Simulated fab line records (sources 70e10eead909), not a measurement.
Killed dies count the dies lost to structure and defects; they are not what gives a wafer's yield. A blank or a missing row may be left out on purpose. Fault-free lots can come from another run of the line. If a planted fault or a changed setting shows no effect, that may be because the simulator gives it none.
Which tool was responsible? | flow nand-harc | at 1 step of a route of 1159, 6 lots with 18 wafers sampled

WHAT EACH GAUGE READ, for each wafer
NHARC_A_SIN_REMOVE_INSPECT_04.
lot  | measured     | on                | raw-defect-count
L382 | day 14 22:32 | defect-inspect-01 | 250 247 343
L389 | day 16 20:14 | defect-inspect-02 | 322 304 285
L392 | day 17 19:52 | defect-inspect-02 | 276 274 392
L396 | day 18 16:01 | defect-inspect-02 | 454 324 369
L395 | day 18 16:03 | defect-inspect-01 | 266 347 227
L400 | day 19 09:44 | defect-inspect-01 | 372 369 332

EACH LOT AND THE TOOL THAT RAN IT (in order: tool; ch and the chambers of the sampled wafers; start)
Record: no process step prior to these readings.

THE ANSWER, worked out from the rows above alone
Rule: what is usual is taken from the lots themselves. Put in order of their means at a reading, lots are off if they are a third of the lots or fewer, leave a main group of 4 or more, and stand apart from it by a gap of 3 or more times the standard deviation of the main group's means; of several such gaps the widest counts. A main group whose means are all the same, to the digits that the tables above print for the reading, isn't used. Also off: a lot with no number at a reading for which 4 or more lots have one. All remaining lots with rows at the step are treated as sound.
No lot is off at any reading shown: from this, nothing can be told.

WHAT THE SIMULATOR PUT IN
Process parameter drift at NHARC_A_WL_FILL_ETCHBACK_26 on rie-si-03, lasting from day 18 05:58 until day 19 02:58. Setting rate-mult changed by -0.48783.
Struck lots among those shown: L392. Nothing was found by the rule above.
